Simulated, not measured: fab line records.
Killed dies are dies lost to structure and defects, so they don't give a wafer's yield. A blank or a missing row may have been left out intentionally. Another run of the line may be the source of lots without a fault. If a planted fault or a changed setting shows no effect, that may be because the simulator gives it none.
A single fault, viewed from 2 desks    flow nand-harc    what lay behind the numbers comes last; until then each desk has only its own

## AT THE TOOL OWNER'S DESK: litho-track-06
At NHARC_A_CONTACT_SOFTBAKE_03 (time 55 s), the tool's own readings, given per lot that ran on this tool as the mean of the sampled wafers with a number. Marked OUT: a lot whose mean sits more than 4 standard deviations from the usual mean, which makes it out of limits; the brackets give that distance.
Columns: A = heater-power-total-W at NHARC_A_CONTACT_SOFTBAKE_03, usual 188.46 W
lot   first seen here  A
L378  day 21 18:00     188.41
L379  day 22 14:00     188.45
L394  day 28 15:00     199.84 (+76) OUT
This desk's verdict: out of limits on L394, starting with L394 at day 28 15:00 (heater-power-total-W at NHARC_A_CONTACT_SOFTBAKE_03). In limits: L378, L379.

## AT THE METROLOGY DESK
Lot by lot, what the gauges showed, no matter which tool ran the lot: averages of those sampled wafers that carry a number. Marked OUT: a lot whose mean sits more than 4 standard deviations from the usual mean, which makes it out of limits; the brackets give that distance.
Columns: A = cd-nm at NHARC_A_CONTACT_CD_MEAS_08, usual 200.0 nm
lot   first seen here  A
L378  day 21 19:18     199.9
L379  day 22 15:09     200.0
L381  day 23 23:21     199.4
L382  day 24 00:46     200.1
L384  day 24 18:25     199.2
L386  day 25 11:54     199.9
L387  day 26 04:33     199.9
L388  day 26 05:40     199.7
L389  day 26 23:55     199.8
L394  day 28 16:20     200.9
L399  day 30 18:58     200.2
L400  day 30 20:41     199.7
L401  day 31 13:01     199.7
This desk's finding: nothing out of limits on any of the 13 lots.

## TAKEN TOGETHER
The tool owner's desk had the chance to raise an alarm at day 28 15:00 on L394.
Nothing out of limits was seen by the metrology desk.
The metrology desk has L394 on record, within its limits.
All the named lots went through NHARC_A_CONTACT_SOFTBAKE_03 on litho-track-06.

## WHAT THE SIMULATOR HAD PUT IN
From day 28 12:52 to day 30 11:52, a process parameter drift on litho-track-06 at NHARC_A_CONTACT_SOFTBAKE_03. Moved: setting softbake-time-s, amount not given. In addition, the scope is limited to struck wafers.
Lots struck among those shown: L394.
Delay in hours, fault start to first out-of-limits reading, by desk: the tool owner's desk at 2.
